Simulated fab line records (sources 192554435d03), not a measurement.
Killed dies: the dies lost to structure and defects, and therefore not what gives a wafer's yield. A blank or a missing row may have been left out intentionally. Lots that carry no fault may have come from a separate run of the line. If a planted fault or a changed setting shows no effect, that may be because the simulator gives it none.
Which tool is to blame?	flow n5Finfet	9 lots, 27 wafers sampled, at 5 steps of a route of 1938

## WHAT THE GAUGES SHOWED, per wafer
N5_FIN_CUT_CD_MEAS_08: target cd 29.1 nm.
lot	measured	on	cdNm (nm)
L987	day 2 02:24	cdSem-01	28.92 29.55 28.90
L991	day 3 06:20	cdSem-03	29.39 29.21 29.60
L993	day 3 14:55	cdSem-01	28.94 29.14 29.24
L995	day 4 02:38	cdSem-01	29.11 29.10 29.03
L998	day 4 21:10	cdSem-01	29.13 28.85 29.39
L102	day 5 21:12	cdSem-03	29.40 29.15 29.59
L103	day 6 04:00	cdSem-01	26.53 26.97 27.02
L106	day 6 20:26	cdSem-03	27.31 27.12 27.06
L108	day 7 09:23	cdSem-02	27.83 27.64 27.76

## TOOL THAT RAN EACH LOT (tool first, then ch and the chambers of the sampled wafers, then the start)
lot	N5_FIN_SAQP_STRIP_70	N5_FIN_SAQP_HM_CD_35	N5_FIN_SAQP_FIN_ETCH_36	N5_FIN_CUT_EXPOSE_05
L987	rieDiel-05 ch 2,3, day 2 00:40	cdSem-02, day 2 01:40	rieSi-04 ch 0,3, day 2 01:43	euvScanner-01 ch 0, day 2 02:17
L991	rieDiel-06 ch 0,3, day 3 03:58	cdSem-03, day 3 05:33	rieSi-03 ch 1,2,3, day 3 05:37	euvScanner-01 ch 0, day 3 06:13
L993	rieDiel-05 ch 0,1,2, day 3 13:06	cdSem-02, day 3 14:10	rieSi-01 ch 0,1,2, day 3 14:14	euvScanner-02 ch 0, day 3 14:47
L995	rieDiel-05 ch 0,1,2, day 4 00:59	cdSem-01, day 4 02:01	rieSi-01 ch 0,1,2, day 4 02:04	euvScanner-01 ch 0, day 4 02:30
L998	rieDiel-05 ch 0,1,2, day 4 19:26	cdSem-01, day 4 20:25	rieSi-01 ch 1,2,3, day 4 20:29	euvScanner-02 ch 0, day 4 21:02
L102	rieDiel-05 ch 2,3, day 5 19:28	cdSem-01, day 5 20:27	rieSi-03 ch 0,1,3, day 5 20:31	euvScanner-01 ch 0, day 5 21:04
L103	rieDiel-06 ch 0,1,2, day 6 01:24	cdSem-02, day 6 03:23	rieSi-03 ch 1,2,3, day 6 03:27	euvScanner-01 ch 0, day 6 03:52
L106	rieDiel-06 ch 2,3, day 6 18:40	cdSem-03, day 6 19:41	rieSi-04 ch 0,1,3, day 6 19:45	euvScanner-01 ch 0, day 6 20:18
L108	rieDiel-06 ch 0,1,2, day 7 07:24	cdSem-03, day 7 08:35	rieSi-03 ch 0,2,3, day 7 08:40	euvScanner-01 ch 0, day 7 09:14
- N5_FIN_SAQP_STRIP_70: strips in N2/H2.
- N5_FIN_SAQP_HM_CD_35: target cd 8 nm.
- N5_FIN_SAQP_FIN_ETCH_36: etches the open film in HBr/Cl2/O2, target depth 120 nm, time 50.4 s.
- N5_FIN_CUT_EXPOSE_05: exposes mask FIN CUT.

## THE ANSWER, worked out from the rows above alone
Rule: the lots themselves supply what counts as usual. Put in order of their means at a reading, lots are off if they are a third of the lots or fewer, leave a main group of 4 or more, and stand apart from it by a gap of 3 or more times the standard deviation of the main group's means; of several such gaps the widest counts. A main group whose means are all the same, to the digits that the tables above print for the reading, isn't used. A lot without any number at a reading at which 4 lots or more have one is off too. All remaining lots with rows at the step are treated as sound.
Off: L103, L106, L108, at N5_FIN_CUT_CD_MEAS_08 (cdNm). The main group: mean 29.20 nm, standard deviation 0.13.
A tool fits if, at a process step before that reading, it ran every lot that is off, and no sound lot after the first of them. Gauges at N5_FIN_CUT_CD_MEAS_08: tried the same way as those tools. 2 tools fit, rieDiel-06 at N5_FIN_SAQP_STRIP_70 and euvScanner-01 at N5_FIN_CUT_EXPOSE_05, so this cannot tell which one it is.

## WHAT THE SIMULATOR HAD INSERTED
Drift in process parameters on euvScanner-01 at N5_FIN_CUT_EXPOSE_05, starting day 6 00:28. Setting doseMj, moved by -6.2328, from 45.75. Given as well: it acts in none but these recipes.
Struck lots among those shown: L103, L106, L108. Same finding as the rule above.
